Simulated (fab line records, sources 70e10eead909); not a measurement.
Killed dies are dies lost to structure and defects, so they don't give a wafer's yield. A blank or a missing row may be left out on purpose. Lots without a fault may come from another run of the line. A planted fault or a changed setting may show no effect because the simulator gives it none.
A struck lot beside a sound one | flow nand_harc | 16 steps out of a route of 1302
Sound: wafers L463.2, L463.3, L463.4. Struck: wafer L472.3. (L472.4, L472.6 of the same lot were not struck and are left out.) The cause comes at the end.
At each step with rows: each side's tool, then ch and its chambers, then its first start. Under that, the readings that differ: sound wafers | struck wafers | difference of the means | sigmas: that difference in standard deviations of wafers without a fault.
alike: readings whose means differ by less than 2 such deviations, and words and numbers that are the same on both sides. not compared: withheld readings, readings that some wafer has no value for, bounds like >300 that may hide the same value, and numbers for which the record gives no deviation and whose values overlap.
The two part at a step that has a row with sigmas, a row that says differs or no value, or rows on one side only. Numbers that don't overlap but have no deviation are shown without sigmas and don't part them. A reading that every wafer of one side lacks parts them only if that side has two wafers or more.

NHARC_P_M0_OVL_MEAS_10: pitch 180 nm.
  sound on overlay-01, day 7 20:13; struck on overlay-01, day 11 07:01
  alike: overlay_x_nm, overlay_y_nm
NHARC_P_M0_INSPECT_11:
  sound on defect_inspect-02, day 7 20:16; struck on defect_inspect-02, day 11 07:03
  alike: raw_defect_count
NHARC_P_M0_DESCUM_14: chemistry O2, time 3 s.
  sound on rie_diel-10 ch 0,1,2, day 7 20:20; struck on rie_diel-04 ch 3, day 11 07:07
  alike: drypump_motor_current_A, oes_product_au, rf_vpp_V, showerhead_plenum_p_Torr, throttle_valve_pct
  not compared: rf_hours_counter_h
then, 1 step without rows for these wafers: NHARC_P_M0_ETCH_34 (etches the open film in N2/H2, target depth 40 nm, overetch 12 nm, time 43.94 s).
NHARC_P_M0_ETCH_15: etches the open film in C4F8/Ar, target depth 150 nm, overetch 15 nm, time 82.5 s.
  sound on rie_diel-10 ch 0,2; struck on rie_diel-04 ch 2
  alike: oes_product_au, rf_fwd_power_W, rf_vpp_V
  not compared: rf_hours_counter_h
NHARC_P_M0_CD_MEAS_16:
  sound on cd_sem-03, day 7 20:43; struck on cd_sem-02, day 11 07:25
  alike: cd_nm
then, 4 steps without rows for these wafers: NHARC_P_M0_STRIP_18 (strips in N2/H2); NHARC_P_M0_STRIP_19 (strips in post etch residue remover, time 600 s); NHARC_P_M0_DEGAS_28 (time 60 s); NHARC_P_M0_PRE_CLEAN_29 (time 30 s).
NHARC_P_M0_PVD_20: deposits TaN, target thk 5 nm, time 8.06 s.
  sound on pvd_sputter-01; struck on pvd_sputter-01
  alike: throttle_valve_pct
NHARC_P_M0_PVD_21: deposits Cu, target thk 30 nm, time 20.49 s.
  sound on pvd_sputter-01; struck on pvd_sputter-01
  reading                | sound          | struck | difference | sigmas
  throttle_valve_pct (%) | 31.0 29.2 30.0 | 27.6   | -2.5       | -2
NHARC_P_M0_ECD_22: material Cu, target thk 400 nm.
  sound on ecd_cu-02 ch 0,1, day 7 21:45; struck on ecd_cu-01 ch 0,1, day 11 08:29
NHARC_P_M0_ANNEAL_30: time 90 s.
  sound on rtp_anneal-02 ch 0, day 7 22:11; struck on rtp_anneal-02 ch 0, day 11 08:52
  alike: wafer_temp_C_max
NHARC_P_M0_CMP_23: polishes, t overpolish 20 s, target thk 117.54 nm.
  sound on cmp-04 ch 0,2,3, day 7 22:30; struck on cmp-02 ch 3, day 11 09:06
  reading                | sound          | struck | difference | sigmas
  pad_life_wafers        | 223 224 225    | 42     | -182       | -2
  time_to_endpoint_s (s) | 27.8 28.1 29.7 | 19.9   | -8.6       | -4
  alike: motor_current_A
NHARC_P_M0_THK_MEAS_24: measures by xrf.
  sound on film_metro-01, day 7 22:47; struck on film_metro-01, day 11 09:25
  alike: thk_nm

WHERE THEY PART
First at NHARC_P_M0_PVD_21; last, within this record, at NHARC_P_M0_CMP_23. Later steps at which nothing parts them and some readings are alike: NHARC_P_M0_THK_MEAS_24.

WHY: what the simulator had put in
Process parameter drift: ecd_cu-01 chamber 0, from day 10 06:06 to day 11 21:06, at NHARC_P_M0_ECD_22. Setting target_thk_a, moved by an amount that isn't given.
